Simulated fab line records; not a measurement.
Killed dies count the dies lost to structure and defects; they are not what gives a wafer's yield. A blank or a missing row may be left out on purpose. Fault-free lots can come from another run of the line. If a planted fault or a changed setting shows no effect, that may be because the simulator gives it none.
Chamber matching || flow nand_harc || NHARC_A_STAIRCASE_DESCUM_291 on rie_diel-04 has 4 sister chambers
The step chemistry O2, time 3 s. 4 wafers are shown with their chamber, then 9 later ones without.

== WAFERS WITH THEIR CHAMBER ==
{"wafer": "L080.3", "chamber": 2, "drypump_motor_current_A (A)": 5.7}
{"wafer": "L084.1", "chamber": 3, "drypump_motor_current_A (A)": 6.3}
{"wafer": "L084.2", "chamber": 1, "drypump_motor_current_A (A)": 5.4}
{"wafer": "L084.4", "chamber": 0, "drypump_motor_current_A (A)": 5.2}

== WAFERS WHOSE CHAMBER IS MISSING ==
{"wafer": "L088.3", "drypump_motor_current_A (A)": 5.7}
{"wafer": "L088.5", "drypump_motor_current_A (A)": 5.2}
{"wafer": "L088.6", "drypump_motor_current_A (A)": 5.4}
{"wafer": "L092.4", "drypump_motor_current_A (A)": 5.4}
{"wafer": "L092.5", "drypump_motor_current_A (A)": 6.3}
{"wafer": "L092.6", "drypump_motor_current_A (A)": 5.7}
{"wafer": "L094.1", "drypump_motor_current_A (A)": 5.7}
{"wafer": "L094.2", "drypump_motor_current_A (A)": 6.2}
{"wafer": "L094.3", "drypump_motor_current_A (A)": 5.4}

== EACH ONE'S CHAMBER ==
{"wafer": "L088.3", "from the rows above": 2, "in truth": 2}
{"wafer": "L088.5", "from the rows above": 0, "in truth": 0}
{"wafer": "L088.6", "from the rows above": 1, "in truth": 1}
{"wafer": "L092.4", "from the rows above": 1, "in truth": 1}
{"wafer": "L092.5", "from the rows above": 3, "in truth": 3}
{"wafer": "L092.6", "from the rows above": 2, "in truth": 2}
{"wafer": "L094.1", "from the rows above": 2, "in truth": 2}
{"wafer": "L094.2", "from the rows above": 3, "in truth": 3}
{"wafer": "L094.3", "from the rows above": 1, "in truth": 1}
Correctly placed: 9 of 9. Can't be placed from these rows: 0. Number placed wrongly: 0.
How it was worked out, from the rows above alone: a wafer's distance from a chamber is the root of the sum, over the readings, of the square of ((its reading less the chamber's mean) divided by the reading's scatter). If the next closest chamber is less than 2 further off than the closest, the wafer can't be placed; otherwise it belongs to the closest. A chamber's mean is the mean of its shown wafers. The scatter: root of mean squared gap, hidden wafer to nearest shown wafer, with one shown wafer a chamber.
